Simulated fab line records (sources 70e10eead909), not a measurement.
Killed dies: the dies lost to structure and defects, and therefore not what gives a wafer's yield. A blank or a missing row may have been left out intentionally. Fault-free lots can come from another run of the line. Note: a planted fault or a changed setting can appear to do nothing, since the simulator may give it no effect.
fab line records	flow nand-harc
record: lots: 7	wafers: 21	last-day: 25
route steps=1159 shown A_M1@1033 END@1159
lots with no fault: from the same line, run without faults
start-h: hours from the record's first day to the start of the lot's first wafer shown	wait-h: time in hours since the lot's previous step	" same as the row above	L1.1+2: a row that stands for several wafers	- either no value or no given start	* or withheld: withheld	< > ~ a bound
route shown NAME@n: a module of which the file shows steps, and the number in the route of the first	usual: mean/standard deviation taken from wafers without a fault	same: alike in all rows	chamber/n: place in a boat	sites: each site's reading	_std_site: the values' standard deviation	_edge_site: outer sites' mean less inner sites'	radius-mm: how far each site lies from the wafer's centre	mask NAME#n: copy n	behind: tool/chamber where the wafer was last shaped	hold: what put the lot on hold/how long, in hours/how the hold closed	device: the n, p or np transistor that did not switch	end of line: the same wafers' tests at the end of the route	a step given without rows: its recipe and nothing more	killed: at the first sort, the dies lost to defects and structure; wafer yield is something else	map: dies across one wafer; x = killed, . = not, _ = none there
set.NAME: the setting as run; set.NAME@STEP: as run at that earlier step	model.NAME: the simulator's own value behind a step, which no gauge read
lots seen at some steps along the route; tables by step, rows by wafer
services: a tool's chamber out of use, with start hour (start-h, from the record's first day; less than 0 if before it), hours out, and reason
== steps ==
step: NHARC_A_M1_EXPOSE_06
recipe: na: 1.35	target-cd-nm: 120	dose-mj: 75.13	mask-id: A_M1
step: NHARC_A_M1_PEB_07
recipe: peb-temp-c: 100	peb-time-s: 65
step: NHARC_A_M1_DEVELOP_08
recipe: develop-time-s: 35	dev-temp-c: 23
step: NHARC_A_M1_CD_MEAS_09
recipe: target-cd-nm: 120	landing-energy-ev: 500
usual: cd-nm: 119.9/0.77
lot.wafer	tool	chamber	start-h	wait-h	cd-nm
L687.1	cd-sem-02	0	409.25	-	120.6
L687.5	"	0	"	"	119.4
L687.6	"	0	"	"	121.0
L694.3	cd-sem-01	0	457.84	-	119.2
L694.4	"	0	"	"	119.4
L694.6	"	0	"	"	119.1
L700.2	cd-sem-01	0	473.86	-	118.6
L700.3	"	0	"	"	119.9
L700.6	"	0	"	"	120.3
L699.2	cd-sem-03	0	475.22	-	120.6
L699.4	"	0	"	"	120.5
L699.6	"	0	"	"	120.1
L704.3	cd-sem-01	0	514.81	-	120.7
L704.4	"	0	"	"	119.2
L704.5	"	0	"	"	120.8
L706.1	cd-sem-02	0	520.85	-	120.7
L706.3	"	0	"	"	120.8
L706.6	"	0	"	"	120.5
L709.1	cd-sem-02	0	544.61	-	118.9
L709.2	"	0	"	"	119.7
L709.5	"	0	"	"	120.6
step: NHARC_A_M1_OVL_MEAS_10
recipe: pitch-nm: 240
usual: overlay-x-nm: 0.0/0.79	overlay-y-nm: 0.3/0.95
lot.wafer	tool	chamber	start-h	wait-h	overlay-x-nm	overlay-y-nm
L687.1	overlay-02	-	409.33	-	-0.2	1.7
L687.5	"	-	"	"	0.2	1.5
L687.6	"	-	"	"	-0.2	1.5
L694.3	overlay-02	-	457.94	-	0.7	1.2
L694.4	"	-	"	"	0.7	1.0
L694.6	"	-	"	"	0.1	1.1
L700.2	overlay-01	-	473.95	-	-0.5	0.6
L700.3	"	-	"	"	-0.7	0.2
L700.6	"	-	"	"	-0.4	0.5
L699.2	overlay-01	-	475.31	-	-0.3	-0.4
L699.4	"	-	"	"	-0.2	-0.7
L699.6	"	-	"	"	-0.9	-0.3
L704.3	overlay-01	-	514.89	-	0.2	1.3
L704.4	"	-	"	"	0.3	1.1
L704.5	"	-	"	"	0.4	0.8
L706.1	overlay-02	-	520.94	-	0.7	-0.5
L706.3	"	-	"	"	1.3	-1.0
L706.6	"	-	"	"	0.7	-0.2
L709.1	overlay-02	-	544.70	-	1.1	0.7
L709.2	"	-	"	"	0.2	0.9
L709.5	"	-	"	"	0.7	0.7
step: NHARC_A_M1_INSPECT_11
usual: raw-defect-count: 29/12
lot.wafer	tool	chamber	start-h	wait-h	raw-defect-count
L687.1	defect-inspect-01	-	409.37	0.0	24
L687.5	"	-	"	"	26
L687.6	"	-	"	"	27
L694.3	defect-inspect-02	-	457.97	0.0	26
L694.4	"	-	"	"	37
L694.6	"	-	"	"	28
L700.2	defect-inspect-01	-	473.99	0.0	35
L700.3	"	-	"	"	31
L700.6	"	-	"	"	41
L699.2	defect-inspect-02	-	475.35	0.0	34
L699.4	"	-	"	"	29
L699.6	"	-	"	"	35
L704.3	defect-inspect-02	-	514.93	0.0	28
L704.4	"	-	"	"	31
L704.5	"	-	"	"	32
L706.1	defect-inspect-01	-	520.97	0.0	50
L706.3	"	-	"	"	38
L706.6	"	-	"	"	40
L709.1	defect-inspect-01	-	544.74	0.0	51
L709.2	"	-	"	"	45
L709.5	"	-	"	"	41
step: NHARC_A_M1_DESCUM_14
recipe: time-s: 3	o2-flow-sccm: 200	ar-flow-sccm: 0	bias-power-w: 0	chemistry: O2
usual: drypump-motor-current-A: 5.8/0.46	oes-product-au: 1.002/0.014	rf-vpp-V: 57.8/0.92	showerhead-plenum-p-Torr: 1.93/0.084	throttle-valve-pct: 11.311/0.0099
lot.wafer	tool	chamber	start-h	wait-h	drypump-motor-current-A	oes-product-au	rf-hours-counter-h	rf-vpp-V	showerhead-plenum-p-Torr	throttle-valve-pct
L687.1	rie-diel-10	1	409.43	0.1	5.0	0.987	1	58.7	1.83	11.307
L687.5	"	1	"	"	5.0	0.991	-	57.5	1.83	11.295
L687.6	"	2	"	"	6.4	0.991	-	57.7	1.92	11.304
L694.3	rie-diel-12	2	458.04	0.1	6.1	1.025	7	58.6	1.91	11.317
L694.6	"	0	"	"	5.5	1.012	-	58.0	2.06	11.311
L694.4	"	3	"	"	5.6	1.016	-	58.3	1.99	11.322
L700.3	rie-diel-12	1	474.05	0.1	6.2	0.993	7	59.0	1.80	11.311
L700.2	"	0	"	"	5.5	1.012	8	58.1	2.06	11.315
L700.6	"	2	"	"	6.1	1.010	-	57.0	1.90	11.294
L699.4	rie-diel-10	3	475.42	0.1	5.7	0.986	3	58.4	1.99	11.318
L699.2	"	0	"	"	6.2	1.004	3	57.5	2.04	11.319
L699.6	"	2	"	"	6.4	1.000	-	56.8	1.92	11.305
L704.4	rie-diel-12	2	515.01	0.1	6.1	0.997	11	58.0	1.90	11.332
L704.3	"	3	"	"	5.6	1.001	11	57.5	1.99	11.313
L704.5	"	2	"	"	6.1	0.994	-	57.1	1.90	11.303
L706.1	rie-diel-12	1	521.05	0.1	6.2	1.007	10	57.8	1.80	11.315
L706.3	"	2	"	"	6.1	1.009	11	59.7	1.90	11.312
L706.6	"	0	"	"	5.5	1.005	-	58.2	2.06	11.310
L709.1	rie-diel-12	1	544.80	0.1	6.2	0.993	11	57.9	1.79	11.307
L709.2	"	3	"	"	5.6	1.003	12	57.7	1.99	11.319
L709.5	"	1	"	"	6.2	1.001	-	57.6	1.79	11.313
step: NHARC_A_M1_ETCH_35
recipe: target-depth-a: 400	overetch-a: 120	time-s: 43.94	ion-energy-ev: 200	n2-flow-sccm: 150	h2-flow-sccm: 150	ar-flow-sccm: 0	rf-w: 400	bias-w: 150	chemistry: N2/H2
usual: drypump-motor-current-A: 5.8/0.46	oes-product-au: 1.001/0.012	rf-vpp-V: 431.3/2.7	showerhead-plenum-p-Torr: 2.07/0.093	throttle-valve-pct: 14.172/0.0089
lot.wafer	tool	chamber	start-h	wait-h	drypump-motor-current-A	oes-product-au	rf-hours-counter-h	rf-vpp-V	showerhead-plenum-p-Torr	throttle-valve-pct
L687.1	rie-diel-10	3	409.52	0.1	5.7	0.983	1	433.1	2.13	14.182
L687.6	"	2	"	"	6.5	0.988	-	431.4	2.04	14.157
L687.5	"	3	"	"	5.7	0.980	-	432.2	2.12	14.173
L694.3	rie-diel-12	3	458.13	0.1	5.6	1.020	6	433.0	2.12	14.178
L694.4	"	3	"	"	5.6	1.011	-	433.6	2.12	14.161
L694.6	"	2	"	"	6.2	1.017	-	430.5	2.03	14.171
L700.3	rie-diel-12	0	474.14	0.1	5.6	1.009	8	434.9	2.20	14.179
L700.2	"	1	"	"	6.2	1.007	7	426.6	1.91	14.160
L700.6	"	2	"	"	6.1	1.011	-	430.2	2.03	14.176
L699.4	rie-diel-10	1	475.50	0.1	5.0	0.983	2	427.7	1.94	14.167
L699.2	"	2	"	"	6.4	0.993	3	429.9	2.04	14.194
L699.6	"	1	"	"	5.0	0.989	-	427.2	1.94	14.178
L704.3	rie-diel-12	2	515.10	0.1	6.2	1.002	11	430.0	2.03	14.189
L704.4	"	3	"	"	5.6	1.006	11	431.9	2.12	14.169
L704.5	"	2	"	"	6.2	1.011	-	430.4	2.03	14.175
L706.1	rie-diel-12	3	521.13	0.1	5.6	1.011	11	432.4	2.12	14.165
L706.3	"	0	"	"	5.5	1.003	10	434.7	2.20	14.159
L706.6	"	1	"	"	6.2	0.990	-	426.7	1.91	14.171
L709.2	rie-diel-12	3	544.88	0.1	5.6	1.005	12	432.2	2.12	14.163
L709.1	"	2	"	"	6.2	1.014	13	431.2	2.03	14.168
L709.5	"	3	"	"	5.6	1.005	-	433.1	2.12	14.185
step: NHARC_A_M1_ETCH_15
recipe: target-depth-a: 1825	time-s: 91.2	c4f8-flow-sccm: withheld	ar-flow-sccm: 400	rf-w: 600	bias-w: 300	chemistry: C4F8/Ar
usual: oes-product-au: 0.957/0.025	rf-vpp-V: 441.7/2.8
lot.wafer	tool	chamber	start-h	wait-h	oes-product-au	rf-hours-counter-h	rf-vpp-V
L687.1	rie-diel-10	1	-	-	0.950	1	437.7
L687.6	"	3	"	"	0.973	-	441.9
L687.5	"	0	"	"	0.986	-	444.3
L694.3	rie-diel-12	0	-	-	0.971	5	446.6
L694.6	"	3	"	"	0.989	-	443.3
L694.4	"	0	"	"	0.971	-	445.1
L700.2	rie-diel-12	1	-	-	0.968	7	438.2
L700.3	"	3	"	"	0.996	8	442.9
L700.6	"	1	"	"	0.964	-	437.6
L699.2	rie-diel-10	0	-	-	0.973	3	444.7
L699.4	"	2	"	"	0.957	3	441.2
L699.6	"	1	"	"	0.949	-	437.8
L704.4	rie-diel-12	2	-	-	0.930	11	438.6
L704.3	"	0	"	"	0.919	10	446.3
L704.5	"	1	"	"	0.920	-	436.5
L706.3	rie-diel-12	0	-	-	0.969	10	445.3
L706.1	"	1	"	"	0.979	10	436.2
L706.6	"	3	"	"	0.987	-	444.6
L709.1	rie-diel-12	1	-	-	0.917	11	436.3
L709.2	"	0	"	"	0.924	12	445.3
L709.5	"	2	"	"	0.939	-	439.5
step: NHARC_A_M1_CD_MEAS_16
usual: cd-nm: 119.6/1
lot.wafer	tool	chamber	start-h	wait-h	cd-nm
L687.1	cd-sem-03	-	409.74	-	119.0
L687.5	"	-	"	"	118.7
L687.6	"	-	"	"	120.0
L694.3	cd-sem-02	-	458.39	-	119.0
L694.4	"	-	"	"	119.0
L694.6	"	-	"	"	119.8
L700.2	cd-sem-02	-	474.36	-	120.1
L700.3	"	-	"	"	120.2
L700.6	"	-	"	"	119.2
L699.2	cd-sem-02	-	475.71	-	121.0
L699.4	"	-	"	"	120.2
L699.6	"	-	"	"	118.6
L704.3	cd-sem-03	-	515.32	-	119.4
L704.4	"	-	"	"	119.2
L704.5	"	-	"	"	120.1
L706.1	cd-sem-03	-	521.34	-	120.1
L706.3	"	-	"	"	121.5
L706.6	"	-	"	"	121.0
L709.1	cd-sem-02	-	545.10	-	118.7
L709.2	"	-	"	"	119.3
L709.5	"	-	"	"	119.3
step: NHARC_A_M1_STRIP_18
recipe: power-w: 1000	n2-flow-sccm: 150	h2-flow-sccm: 150	ar-flow-sccm: 0	bias-w: 0	chemistry: N2/H2
step: NHARC_A_M1_ETCH_28
recipe: target-depth-a: 300	over-etch-frac: 0.3	time-s: 72.99	ion-energy-ev: 150	cf4-flow-sccm: 50	n2-flow-sccm: 100	ar-flow-sccm: 150	rf-w: 300	bias-w: 100	chemistry: CF4/N2
usual: drypump-motor-current-A: 5.8/0.39	oes-product-au: 1.005/0.011	rf-vpp-V: 314.8/2.1	showerhead-plenum-p-Torr: 2.66/0.12	throttle-valve-pct: 19.794/0.0095
lot.wafer	tool	chamber	start-h	wait-h	drypump-motor-current-A	oes-product-au	rf-hours-counter-h	rf-vpp-V	showerhead-plenum-p-Torr	throttle-valve-pct
L687.1	rie-diel-11	2	-	-	5.8	1.003	3	312.7	2.55	19.804
L687.5	"	2	"	"	5.8	1.009	-	313.8	2.55	19.784
L687.6	"	3	"	"	5.3	1.023	-	316.6	2.79	19.798
L694.4	rie-diel-10	0	-	-	6.2	1.009	2	315.6	2.79	19.796
L694.3	"	2	"	"	6.4	0.989	2	314.1	2.63	19.796
L694.6	"	0	"	"	6.2	1.011	-	315.9	2.79	19.808
L700.3	rie-diel-12	1	-	-	6.2	1.004	7	311.7	2.47	19.789
L700.2	"	2	"	"	6.1	1.024	9	313.9	2.61	19.804
L700.6	"	0	"	"	5.6	0.998	-	316.3	2.81	19.798
L699.2	rie-diel-11	0	-	-	6.3	1.023	5	314.8	2.64	19.768
L699.4	"	1	"	"	5.7	0.989	5	315.7	2.64	19.800
L699.6	"	3	"	"	5.3	1.008	-	316.6	2.79	19.803
L704.3	rie-diel-12	2	-	-	6.1	1.008	11	313.3	2.61	19.818
L704.4	"	3	"	"	5.6	1.016	11	316.1	2.72	19.802
L704.5	"	3	"	"	5.6	1.016	-	316.0	2.72	19.791
L706.3	rie-diel-10	3	-	-	5.6	0.988	3	315.7	2.73	19.793
L706.1	"	0	"	"	6.2	1.009	4	316.6	2.79	19.809
L706.6	"	2	"	"	6.5	0.984	-	315.2	2.63	19.800
L709.2	rie-diel-12	3	-	-	5.6	1.001	12	315.7	2.72	19.784
L709.1	"	1	"	"	6.2	0.983	11	311.9	2.47	19.807
L709.5	"	0	"	"	5.6	1.009	-	317.7	2.81	19.776
step: NHARC_A_M1_STRIP_19
recipe: time-s: 600	temp-c: 30	chemistry: post-etch-residue-remover
usual: bath-heat-duty-pct: 13.6/1.2	run-length-s: 603.1/1.1
lot.wafer	tool	chamber	start-h	wait-h	bath-heat-duty-pct	run-length-s
L687.1	wet-bench-10	1	410.18	-	12.3	603.2
L687.5	"	3	"	"	12.7	603.2
L687.6	"	6	"	"	14.7	604.1
L694.4	wet-bench-08	4	458.84	-	-	-
L694.6	"	7	"	"	-	-
L694.3	"	0	"	"	-	-
L700.3	wet-bench-10	4	474.83	-	-	-
L700.6	"	5	"	"	-	-
L700.2	"	7	"	"	-	-
L699.2	wet-bench-08	6	476.17	-	-	-
L699.6	"	0	"	"	-	-
L699.4	"	1	"	"	-	-
L704.3	wet-bench-10	0	515.77	-	16.8	604.5
L704.4	"	1	"	"	13.1	602.7
L704.5	"	3	"	"	12.8	603.5
L706.6	wet-bench-08	7	521.78	-	13.2	602.0
L706.3	"	0	"	"	12.4	602.5
L706.1	"	4	"	"	14.8	604.5
L709.2	wet-bench-10	3	545.54	-	12.5	603.4
L709.1	"	6	"	"	14.3	604.3
L709.5	"	0	"	"	17.8	604.4
step: NHARC_A_M1_DEGAS_29
recipe: temp-c: 250	time-s: 60
usual: heater-power-w: 329/32	susceptor-temp-C: 250.01/0.16
lot.wafer	tool	chamber	start-h	wait-h	heater-power-w	susceptor-temp-C
L687.1	pvd-sputter-01	-	410.48	-	367	250.01
L687.5	"	-	"	"	364	249.86
L687.6	"	-	"	"	363	249.91
L694.3	pvd-sputter-02	-	459.13	0.3	288	-
L694.4	"	-	"	"	329	-
L694.6	"	-	"	"	290	-
L700.2	pvd-sputter-01	-	475.10	0.2	371	250.04
L700.3	"	-	"	"	363	250.02
L700.6	"	-	"	"	303	250.03
L699.2	pvd-sputter-02	-	476.42	0.2	290	250.11
L699.4	"	-	"	"	343	250.24
L699.6	"	-	"	"	291	250.07
L704.3	pvd-sputter-02	-	516.03	-	333	-
L704.4	"	-	"	"	345	-
L704.5	"	-	"	"	327	-
L706.1	pvd-sputter-03	-	522.06	-	296	250.16
L706.3	"	-	"	"	293	249.64
L706.6	"	-	"	"	302	250.09
L709.1	pvd-sputter-01	-	545.81	-	307	249.85
L709.2	"	-	"	"	373	250.05
L709.5	"	-	"	"	358	250.17
step: NHARC_END_SORT_01
recipe: temp-c: 25
usual: defect-limited-yield: 95.5/1.4	killed-at-array: 26/9.1	killed-at-other: 0.7/0.9	killed-at-periphery: 3.6/2.8	killed-dies: 30/9.2	killed-open: 3.0/1.9	killed-short: 2.0/1.4	sort_bin_2_pct: 1.4/0.6	sort_bin_3_pct: 0.23/0.17	sort_bin_4_pct: 2.8/0.92	sort-n-pass: 647/9.2	sort-rim-yield-pct: 95.9/2.1	sort-yield-pct: 95.5/1.4
same: gross-dies: 677	sort_bin_5_pct[%]: 0	sort_bin_6_pct[%]: 0	sort_bin_7_pct[%]: 0	sort_bin_8_pct[%]: 0	sort-rim-n-gross: 106.00
lot.wafer	tool	chamber	start-h	wait-h	defect-limited-yield[%]	killed-at-array	killed-at-other	killed-at-periphery	killed-dies	killed-open	killed-short	sort_bin_2_pct[%]	sort_bin_3_pct[%]	sort_bin_4_pct[%]	sort-n-pass	sort-rim-yield-pct[%]	sort-yield-pct[%]
L687.1	prober-01	0	444.54	2.5	95.9	23	1	4	28	2	2	1.2	0.30	2.7	649	97.2	95.9
L687.5	prober-01	0	447.74	3.7	95.1	27	1	5	33	2	4	1.8	0	3.1	644	94.3	95.1
L687.6	prober-01	0	448.54	4.0	95.7	25	0	4	29	4	2	1.3	0.30	2.7	648	97.2	95.7
L694.3	prober-01	0	498.83	3.1	96.3	22	2	1	25	3	0	1.2	0	2.5	652	98.1	96.3
L694.4	prober-01	0	499.63	3.4	94.2	35	1	3	39	2	1	1.9	0.44	3.4	638	94.3	94.2
L694.6	prober-01	0	501.22	4.0	95.6	27	0	3	30	1	0	1.0	0.15	3.2	647	97.2	95.6
L700.2	prober-01	0	513.17	2.8	94.5	32	2	3	37	2	1	1.3	0.15	4.0	640	92.5	94.5
L700.3	prober-01	0	513.97	3.1	95.7	25	1	3	29	3	2	1.8	0.30	2.2	648	94.3	95.7
L700.6	prober-01	0	516.36	4.0	92.9	43	2	3	48	3	5	1.5	0.30	5.3	629	88.7	92.9
L699.2	prober-02	0	513.20	2.8	94.8	33	0	2	35	4	2	1.6	0.30	3.2	642	97.2	94.8
L699.4	prober-02	0	514.85	3.5	95.6	28	0	2	30	2	1	1.3	0.30	2.8	647	97.2	95.6
L699.6	prober-02	0	516.49	4.1	95.3	29	0	3	32	1	0	2.1	0.59	2.1	645	99.1	95.3
L704.3	prober-02	0	563.24	3.1	95.9	23	2	3	28	4	2	1.0	0.30	2.8	649	97.2	95.9
L704.4	prober-02	0	564.04	3.4	96.3	23	1	1	25	1	4	1.3	0.15	2.2	652	98.1	96.3
L704.5	prober-02	0	564.84	3.7	95.9	24	0	4	28	1	1	1.2	0.44	2.5	649	98.1	95.9
L706.1	prober-02	0	569.45	2.5	93.9	39	0	2	41	1	0	1.6	0.30	4.1	636	95.3	93.9
L706.3	prober-02	0	571.05	3.1	94.5	35	0	2	37	2	3	2.5	0	3.0	640	99.1	94.5
L706.6	prober-02	0	573.45	4.0	95.0	31	0	3	34	2	3	1.6	0.15	3.2	643	99.1	95.0
L709.1	prober-02	0	585.03	2.5	93.5	40	0	4	44	5	3	2.1	0.59	3.8	633	95.3	93.5
L709.2	prober-02	0	585.83	2.8	93.2	40	0	6	46	3	1	1.8	0.44	4.6	631	92.5	93.2
L709.5	prober-02	0	588.25	3.7	96.2	25	0	1	26	2	0	1.9	0.30	1.6	651	94.3	96.2
killed by level:class
L687.1 A_CHANNEL_HOLE_D1:chamber-film-flake=11 P_M0:chamber-film-flake=3 A_WL_FILL:chamber-film-flake=3 A_STAIRCASE:chamber-film-flake=2 A_CONTACT:chamber-film-flake=2 A_CHANNEL_FILL_D1:geometric-particle:open=1 A_SGD_CUT:geometric-particle:short=1 A_CONTACT:geometric-particle:short=1
L687.5 A_CHANNEL_HOLE_D1:chamber-film-flake=12 A_STAIRCASE:chamber-film-flake=7 A_WL_FILL:chamber-film-flake=3 P_M0:chamber-film-flake=2 P_CONTACT:geometric-particle:open=1 P_M0:geometric-particle:short=1 A_CHANNEL_FILL_D1:geometric-particle:open=1 A_SGD_CUT:geometric-particle:short=1
L687.6 A_CHANNEL_HOLE_D1:chamber-film-flake=8 A_WL_FILL:chamber-film-flake=6 A_CONTACT:chamber-film-flake=5 P_M0:chamber-film-flake=2 P_CONTACT:geometric-particle:open=1 P_M0:geometric-particle:open=1 A_ONON_D1:geometric-particle:open=1 A_ONON_D1:geometric-particle:short=1
L694.3 A_CHANNEL_HOLE_D1:chamber-film-flake=17 A_CONTACT:chamber-film-flake=2 THIN_TSV:chamber-film-flake=2 P_M0:geometric-particle:open=1 A_SOURCE_PLATE:geometric-particle:open=1 A_CHANNEL_FILL_D1:geometric-particle:open=1 A_STAIRCASE:chamber-film-flake=1
L694.4 A_CHANNEL_HOLE_D1:chamber-film-flake=21 A_STAIRCASE:chamber-film-flake=5 A_CONTACT:chamber-film-flake=4 P_GATE:chamber-film-flake=3 A_ONON_D1:geometric-particle:short=1 A_SGD_CUT:geometric-particle:open=1 A_WL_FILL:geometric-particle:open=1 A_ZERO_WELL:chamber-film-flake=1
L694.6 A_CHANNEL_HOLE_D1:chamber-film-flake=14 A_CONTACT:chamber-film-flake=7 A_STAIRCASE:chamber-film-flake=4 P_GATE:chamber-film-flake=3 A_CHANNEL_FILL_D1:geometric-particle:open=1 A_WL_FILL:chamber-film-flake=1
L700.2 A_SLIT:chamber-film-flake=14 A_CHANNEL_HOLE_D1:chamber-film-flake=9 A_CONTACT:chamber-film-flake=4 A_STAIRCASE:chamber-film-flake=3 THIN_TSV:chamber-film-flake=2 P_GATE:geometric-particle:open=1 P_M0:geometric-particle:short=1 A_M0:geometric-particle:open=1
L699.2 A_CHANNEL_HOLE_D1:chamber-film-flake=20 A_CONTACT:chamber-film-flake=5 A_STAIRCASE:chamber-film-flake=2 P_STI:geometric-particle:open=1 P_M2:geometric-particle:open=1 A_SOURCE_PLATE:geometric-particle:open=1 A_SOURCE_PLATE:geometric-particle:short=1 A_CHANNEL_FILL_D1:geometric-particle:short=1
L700.3 A_SLIT:chamber-film-flake=14 A_STAIRCASE:chamber-film-flake=3 A_CONTACT:chamber-film-flake=3 A_CHANNEL_HOLE_D1:chamber-film-flake=2 P_M0:geometric-particle:open=1 A_ONON_D1:geometric-particle:open=1 A_CHANNEL_HOLE_D1:geometric-particle:open=1 A_WL_FILL:geometric-particle:short=1
L699.4 A_CHANNEL_HOLE_D1:chamber-film-flake=12 A_CONTACT:chamber-film-flake=9 A_STAIRCASE:chamber-film-flake=3 P_GATE:geometric-particle:open=1 A_SOURCE_PLATE:geometric-particle:open=1 A_CONTACT:geometric-particle:short=1 P_GATE:chamber-film-flake=1 A_WL_FILL:chamber-film-flake=1
L700.6 A_SLIT:chamber-film-flake=16 A_CHANNEL_HOLE_D1:chamber-film-flake=8 A_STAIRCASE:chamber-film-flake=6 A_CONTACT:chamber-film-flake=3 A_CHANNEL_FILL_D1:geometric-particle:short=2 A_CONTACT:geometric-particle:short=2 A_WL_FILL:chamber-film-flake=2 P_M0:geometric-particle:open=1
L699.6 A_CHANNEL_HOLE_D1:chamber-film-flake=16 A_CONTACT:chamber-film-flake=8 A_STAIRCASE:chamber-film-flake=4 P_GATE:chamber-film-flake=2 A_WL_FILL:geometric-particle:open=1 P_ZERO_WELL:chamber-film-flake=1
L704.3 A_CHANNEL_HOLE_D1:chamber-film-flake=18 A_CONTACT:geometric-particle:open=2 THIN_TSV:chamber-film-flake=2 P_CONTACT:geometric-particle:short=1 P_M0:geometric-particle:open=1 P_M1:geometric-particle:short=1 A_STAIRCASE:geometric-particle:open=1 A_STAIRCASE:chamber-film-flake=1
L704.4 A_CHANNEL_HOLE_D1:chamber-film-flake=15 A_ONON_D1:geometric-particle:short=1 A_CHANNEL_HOLE_D1:geometric-particle:short=1 A_WL_FILL:geometric-particle:short=1 A_BLC:geometric-particle:short=1 A_BLC:geometric-particle:open=1 P_BONDPAD:chamber-film-flake=1 A_SLIT:chamber-film-flake=1
L704.5 A_CHANNEL_HOLE_D1:chamber-film-flake=18 P_GATE:chamber-film-flake=2 A_CONTACT:chamber-film-flake=2 P_CONTACT:geometric-particle:short=1 A_CONTACT:geometric-particle:open=1 P_CONTACT:chamber-film-flake=1 A_CHANNEL_FILL_D1:chamber-film-flake=1 A_SGD_CUT:chamber-film-flake=1
L706.1 A_CHANNEL_HOLE_D1:chamber-film-flake=23 A_CONTACT:chamber-film-flake=8 A_WL_FILL:chamber-film-flake=5 A_SLIT:chamber-film-flake=2 A_M1:geometric-particle:open=1 P_STI:chamber-film-flake=1 P_BONDPAD:chamber-film-flake=1
L706.3 A_CHANNEL_HOLE_D1:chamber-film-flake=21 A_SLIT:chamber-film-flake=5 A_CONTACT:chamber-film-flake=3 A_WL_FILL:chamber-film-flake=2 P_M0:geometric-particle:short=1 A_ONON_D1:geometric-particle:short=1 A_CHANNEL_HOLE_D1:geometric-particle:open=1 A_BLC:geometric-particle:short=1
L706.6 A_CHANNEL_HOLE_D1:chamber-film-flake=18 A_WL_FILL:chamber-film-flake=4 A_CONTACT:chamber-film-flake=4 P_M0:geometric-particle:open=1 P_M0:geometric-particle:short=1 P_BONDPAD:geometric-particle:open=1 A_CHANNEL_FILL_D1:geometric-particle:short=1 A_WL_FILL:geometric-particle:short=1
L709.1 A_SLIT:chamber-film-flake=17 A_CHANNEL_HOLE_D1:chamber-film-flake=11 P_STI:chamber-film-flake=3 A_CHANNEL_FILL_D1:geometric-particle:short=2 A_CONTACT:geometric-particle:open=2 A_CHANNEL_FILL_D1:chamber-film-flake=2 P_GATE:geometric-particle:open=1 A_SOURCE_PLATE:geometric-particle:open=1
L709.2 A_SLIT:chamber-film-flake=18 A_CHANNEL_HOLE_D1:chamber-film-flake=12 A_CONTACT:chamber-film-flake=4 P_ZERO_WELL:chamber-film-flake=3 P_STI:chamber-film-flake=2 A_STAIRCASE:chamber-film-flake=2 A_WL_FILL:geometric-particle:open=1 A_CONTACT:geometric-particle:open=1
L709.5 A_SLIT:chamber-film-flake=15 A_CHANNEL_HOLE_D1:chamber-film-flake=9 P_M0:geometric-particle:open=1 A_M0:geometric-particle:open=1
== services ==
tool	chamber	start-h	hours	kind
rie-diel-12	0	388.44	-	clean
rie-diel-12	1	388.44	-	clean
rie-diel-12	2	388.44	-	clean
rie-diel-12	3	388.44	-	clean
pvd-sputter-02	-	401.47	10.0	pm
rie-diel-11	1	402.58	2.2	repair
wet-bench-08	-	406.41	8.0	pm
rie-diel-12	0	412.94	-	clean
rie-diel-12	1	412.94	-	clean
rie-diel-12	2	412.94	-	clean
rie-diel-12	3	412.94	-	clean
rie-diel-12	1	419.44	3.3	repair
wet-bench-10	-	423.20	8.0	pm
rie-diel-12	0	437.75	-	clean
pvd-sputter-01	-	448.68	4.1	repair
pvd-sputter-03	-	456.15	2.1	repair
rie-diel-12	1	456.94	6.9	repair
rie-diel-11	3	483.62	17.8	repair
rie-diel-10	3	489.95	9.5	repair
rie-diel-11	1	492.55	4.6	repair
pvd-sputter-01	-	514.05	10.0	pm
rie-diel-10	2	529.41	14.6	repair
rie-diel-10	-	530.50	9.0	pm
rie-diel-11	-	543.50	9.0	pm
== key ==
first-sign: step: NHARC_A_M1_STRIP_19	reading: tool-record	direction: missing
effect none on later readings
met-at NHARC_A_M1_STRIP_19
struck-wafers L694.3,L694.4,L694.6,L699.2,L699.4,L699.6,L700.2,L700.3,L700.6
onset-between 410.18 458.84
fault: kind: skipped-step-whole	tool: wet-bench-08,wet-bench-10	chamber: -	onset-h: 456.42	steps: NHARC_A_M1_STRIP_19	scope: struck-lots-only
